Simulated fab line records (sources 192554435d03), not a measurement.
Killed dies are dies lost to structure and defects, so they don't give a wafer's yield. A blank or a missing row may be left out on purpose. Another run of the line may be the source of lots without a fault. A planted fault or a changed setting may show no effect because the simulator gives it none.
Which tool did it?    flow n5 finfet    12 lots with 33 wafers sampled at 4 steps, on a route of 1938 steps

== WHAT THE GAUGES SHOWED, per wafer ==
N5_PMOS_HMC_CHANNEL_EPI_OVL_MEAS_10. Usual: PMOS_HMC_BLK_OVL -0.3 nm, standard deviation 1.
lot   measured     on          PMOS_HMC_BLK_OVL (nm)  flag
L417  day 1 17:07  overlay-02  -2.6 -2.1              
L418  day 1 23:15  overlay-01  -1.1 -1.0 -2.2         
L420  day 2 11:52  overlay-02  0.2 0.6 0.0            
L424  day 3 11:12  overlay-01  0.5 -1.2 1.5           
L425  day 3 17:00  overlay-02  0.2 0.1                
L432  day 5 11:31  overlay-02  -0.4 -1.5 0.0          
L434  day 5 23:13  overlay-01  0.6 0.1 0.7            
L435  day 6 05:49  overlay-02  -1.8 -1.1              
L437  day 6 17:29  overlay-01  0.3 -0.7 -0.8          
L438  day 7 00:00  overlay-02  -0.5 -1.2 0.3          
L439  day 7 05:25  overlay-01  0.2 -0.1 -0.9          
L440  day 7 11:02  overlay-02  0.3 0.4 -0.5           

N5_FIN_SAQP_THK_MEAS_05. Usual: thk nm at 38.1 nm, with a standard deviation of 0.59.
lot   measured     on             thk nm (nm)     flag
L417  day 1 22:44  film metro-02  37.8 38.7       
L418  day 2 03:11  film metro-02  37.7 38.6 37.5  
L420  day 2 17:17  film metro-02  37.5 37.8 38.4  
L424  day 3 14:44  film metro-01  37.6 38.2 39.3  
L425  day 3 21:17  film metro-02  37.8 38.6       
L432  day 5 15:23  film metro-01  37.6 38.1 38.2  
L434  day 6 02:41  film metro-01  38.2 38.1 39.0  
L435  day 6 09:38  film metro-01  38.2 38.0       
L437  day 6 21:26  film metro-02  37.1 38.1 39.0  
L438  day 7 03:32  film metro-01  37.5 37.8 38.9  
L439  day 7 09:23  film metro-01  37.0 38.0 37.7  
L440  day 7 14:29  film metro-01  37.6 37.9 37.9  

N5_FIN_SAQP_CD_MEAS_16 targets a cd of 35.6 nm. Usual: cd nm at 35.63 nm, with a standard deviation of 0.29.
lot   measured     on         cd nm (nm)         flag
L417  day 1 23:18  cd sem-01  35.96 36.18        
L418  day 2 03:55  cd sem-02  35.62 36.19 35.70  
L420  day 2 18:02  cd sem-02  35.36 35.04 35.51  
L424  day 3 15:26  cd sem-01  35.34 35.16 35.52  
L425  day 3 21:59  cd sem-01  35.89 36.19        
L432  day 5 15:58  cd sem-03  35.96 35.26 35.72  
L434  day 6 03:16  cd sem-02  35.48 35.62 35.41  
L435  day 6 10:19  cd sem-02  35.55 35.55        
L437  day 6 21:59  cd sem-01  35.96 35.80 35.72  
L438  day 7 04:13  cd sem-03  35.45 35.30 35.48  
L439  day 7 10:05  cd sem-01  35.75 35.50 35.91  
L440  day 7 15:03  cd sem-03  35.50 35.90 35.47  

== WHICH TOOL RAN EACH LOT (tool, then ch and the chambers of the sampled wafers, then the start) ==
lot   N5_FIN_SAQP_PECVD_47
L417  pecvd-01 ch 0,2, day 1 22:46
L418  pecvd-02 ch 0,1,2, day 2 03:14
L420  pecvd-03 ch 0,1, day 2 17:19
L424  pecvd-03 ch 1,2, day 3 14:46
L425  pecvd-03 ch 1,2, day 3 21:20
L432  pecvd-02 ch 0,2, day 5 15:26
L434  pecvd-03 ch 0,1,2, day 6 02:44
L435  pecvd-01 ch 0,2, day 6 09:40
L437  pecvd-01 ch 0,1, day 6 21:28
L438  pecvd-03 ch 0,2, day 7 03:34
L439  pecvd-03 ch 0,1,2, day 7 09:25
L440  pecvd-03 ch 1,2, day 7 14:31
- N5_FIN_SAQP_PECVD_47: deposits a-Si from SiH4/He, target thk 45 nm, time 36.3 s.

== WHAT THE TOOLS THEMSELVES READ (means of the sampled wafers that have a number; where no wafer has one, the mark that the record gives instead) ==
N5_FIN_SAQP_PECVD_47. Usual: heater power outer w 526 W, standard deviation 60; heater power w 853 W, standard deviation 95; rf fwd power W 98.9 W, standard deviation 0.5; run length s 72.7 s, standard deviation 0.39; showerhead plenum p Torr 5.70 Torr, standard deviation 0.065; showerhead vpp V 615 V, standard deviation 38; throttle valve pct 17.8 %, standard deviation 1.1.
lot   tool      heater power outer w (W)  heater power w (W)  rf fwd power W (W)  run length s (s)  showerhead plenum p Torr (Torr)  showerhead vpp V (V)  throttle valve pct (%)  flag
L417  pecvd-01  534                       853                 99.4                72.4              5.73                             580                   17.2                    
L418  pecvd-02  509                       781                 99.0                72.6              5.62                             635                   17.8                    
L420  pecvd-03  490                       832                 99.2                72.8              5.72                             600                   17.3                    
L424  pecvd-03  517                       839                 98.8                67.5              5.76                             642                   17.2                    OFF
L425  pecvd-03  508                       813                 99.2                69.1              5.73                             634                   17.4                    OFF
L432  pecvd-02  607                       898                 98.6                72.6              5.61                             614                   17.9                    
L434  pecvd-03  554                       902                 99.2                72.8              5.75                             616                   17.4                    
L435  pecvd-01  512                       828                 99.2                72.7              5.71                             582                   17.6                    
L437  pecvd-01  575                       915                 98.8                72.1              5.70                             621                   19.8                    
L438  pecvd-03  509                       847                 98.7                73.1              5.76                             642                   17.2                    
L439  pecvd-03  520                       860                 98.9                72.7              5.74                             621                   17.4                    
L440  pecvd-03  513                       832                 99.4                73.0              5.75                             638                   17.5                    

== THE ANSWER, worked out from the rows above alone ==
Rule: lot off if the mean of its wafers having a number is beyond 3 standard deviations from the usual mean. Also off: a lot with no number at a reading for which 4 or more lots have one. Where the step has rows for the other lots, those lots are counted as sound. Order of review: gauges by route order, followed by the tools' own readings, for which a lot's mean as printed above is used. The first step at which some lot is off is used, and at that step the reading that is off furthest; a lot without a number counts as furthest.
Off: L424, L425, at N5_FIN_SAQP_PECVD_47 (run length s).
A tool fits if, at that step or a process step before it, it ran every lot that is off, and no sound lot after the first of them. Not one of the candidates tried fits.

== WHAT THE SIMULATOR PUT IN ==
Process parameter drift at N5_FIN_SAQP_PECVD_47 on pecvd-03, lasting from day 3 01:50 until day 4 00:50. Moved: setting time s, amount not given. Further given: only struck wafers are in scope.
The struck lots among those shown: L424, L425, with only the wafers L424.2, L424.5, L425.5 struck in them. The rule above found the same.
